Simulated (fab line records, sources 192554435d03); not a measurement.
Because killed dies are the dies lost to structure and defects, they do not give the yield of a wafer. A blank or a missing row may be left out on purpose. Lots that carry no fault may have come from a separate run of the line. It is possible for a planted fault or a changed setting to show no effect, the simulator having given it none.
The same fault as seen by 3 desks    flow n5Finfet    numbers are kept per desk, each desk with only its own; the story behind them comes last

## THE DEFECT DESK
Lot by lot, what the route's inspections counted, given as the mean of those sampled wafers with a number. The brackets show how far a lot's mean lies from the usual mean; more than 4 standard deviations puts the lot out of limits, marked OUT.
Columns: A = rawDefectCount at N5_PASSIVATION_INSPECT_61, usual 2.0
lot   first seen here  A
L474  day 13 04:56     1.7
L475  day 13 23:46     2.3
L477  day 14 00:26     2.7
L483  day 14 21:04     1.3
L484  day 15 00:50     2.7
L485  day 16 06:27     2.0
L489  day 16 19:58     3.3
L493  day 17 22:37     2.7
L494  day 19 02:37     2.3
L495  day 19 07:27     1.0
This desk found nothing out of limits on any of the 10 lots.

## TOOL OWNER'S DESK, pecvd-03
The tool's own readings at N5_PASSIVATION_PECVD_55 (deposits SiO2 from SiH4/N2O, target thk 400 nm, time 22.5 s): means of the sampled wafers that have a number, for each lot that ran on this tool. The brackets show how far a lot's mean lies from the usual mean; more than 4 standard deviations puts the lot out of limits, marked OUT.
Columns: A = heaterPowerW at N5_PASSIVATION_PECVD_55, usual 682 W; B = rfFwdPowerW at N5_PASSIVATION_PECVD_55, usual 601.1 W; C = showerheadPlenumPTorr at N5_PASSIVATION_PECVD_55, usual 8.21 Torr; D = throttleValvePct at N5_PASSIVATION_PECVD_55, usual 51.7 %
lot   first seen here  A    B      C     D
L475  day 13 21:10     576  601.5  8.23  49.4
L477  day 13 23:50     504  600.1  8.24  49.7
L483  day 14 19:39     550  598.4  8.28  48.4
L484  day 14 23:00     634  601.2  8.24  49.3
L494  day 18 23:20     573  599.7  8.26  48.8
L495  day 19 06:34     666  600.4  8.26  49.0
This desk found nothing out of limits on any of the 6 lots.

## AT THE METROLOGY DESK
Lot by lot, what the gauges showed, no matter which tool ran the lot: averages of those sampled wafers that carry a number. The brackets show how far a lot's mean lies from the usual mean; more than 4 standard deviations puts the lot out of limits, marked OUT.
Columns: A = cdNm at N5_MIM_BOT_LITHO_CD_MEAS_08, usual 2999.5 nm
lot   first seen here  A
L474  day 13 02:59     3001.2
L475  day 13 20:10     2996.8
L477  day 13 22:52     2997.5
L483  day 14 18:41     2999.1
L484  day 14 21:47     3000.8
L485  day 16 04:10     3000.1
L489  day 16 16:11     2999.5
L493  day 17 20:50     3001.2
L494  day 18 22:15     2998.2
L495  day 19 05:08     2999.2
This desk found nothing out of limits on any of the 10 lots.

## ALL TOGETHER
Nothing out of limits was seen by the defect desk.
The tool owner's desk saw nothing out of limits.
The metrology desk saw nothing out of limits.

## WHAT HAD BEEN PUT IN BY THE SIMULATOR
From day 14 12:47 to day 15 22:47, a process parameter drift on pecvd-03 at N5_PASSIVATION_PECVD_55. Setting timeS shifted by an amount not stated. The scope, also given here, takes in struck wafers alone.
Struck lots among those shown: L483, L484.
